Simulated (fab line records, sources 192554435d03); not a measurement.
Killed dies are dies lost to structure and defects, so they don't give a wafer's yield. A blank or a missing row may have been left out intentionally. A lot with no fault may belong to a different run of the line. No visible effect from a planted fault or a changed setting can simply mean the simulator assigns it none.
Chamber matching :: flow n5 finfet :: 4 sister chambers for N5_BEOL_M6_DESCUM_33 on rie diel-03
The step chemistry O2, time 7 s. 4 wafers are shown with their chamber, then 7 later ones without.

## WAFERS WITH THEIR CHAMBER
wafer: L078.4
chamber: 2
showerhead plenum p Torr (Torr): 2.01

wafer: L081.4
chamber: 3
showerhead plenum p Torr (Torr): 2.15

wafer: L087.1
chamber: 1
showerhead plenum p Torr (Torr): 2.13

wafer: L087.2
chamber: 0
showerhead plenum p Torr (Torr): 2.24

## WAFERS MISSING THEIR CHAMBER
wafer: L087.5
showerhead plenum p Torr (Torr): 2.13

wafer: L090.3
showerhead plenum p Torr (Torr): 2.24

wafer: L090.4
showerhead plenum p Torr (Torr): 2.00

wafer: L090.5
showerhead plenum p Torr (Torr): 2.24

wafer: L096.2
showerhead plenum p Torr (Torr): 2.24

wafer: L096.4
showerhead plenum p Torr (Torr): 2.14

wafer: L096.5
showerhead plenum p Torr (Torr): 2.00

## CHAMBER TAKEN BY EACH
wafer: L087.5
from the rows above: 1
in truth: 1

wafer: L090.3
from the rows above: 0
in truth: 0

wafer: L090.4
from the rows above: 2
in truth: 2

wafer: L090.5
from the rows above: 0
in truth: 0

wafer: L096.2
from the rows above: 0
in truth: 0

wafer: L096.4
from the rows above: can't be placed: 3 or 1
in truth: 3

wafer: L096.5
from the rows above: 2
in truth: 2
Correct placement for 6 of the 7. Not placeable from these rows: 1 (in 1, the candidates include the true chamber). Number placed wrongly: 0.
How it was worked out, from the rows above alone: a wafer's distance from a chamber is the root of the sum, over the readings, of the square of ((its reading less the chamber's mean) divided by the reading's scatter). If the next closest chamber is less than 2 further off than the closest, the wafer can't be placed; otherwise it belongs to the closest. The mean given for a chamber averages the wafers shown for that chamber. The scatter: root of mean squared gap, hidden wafer to nearest shown wafer, with one shown wafer a chamber.
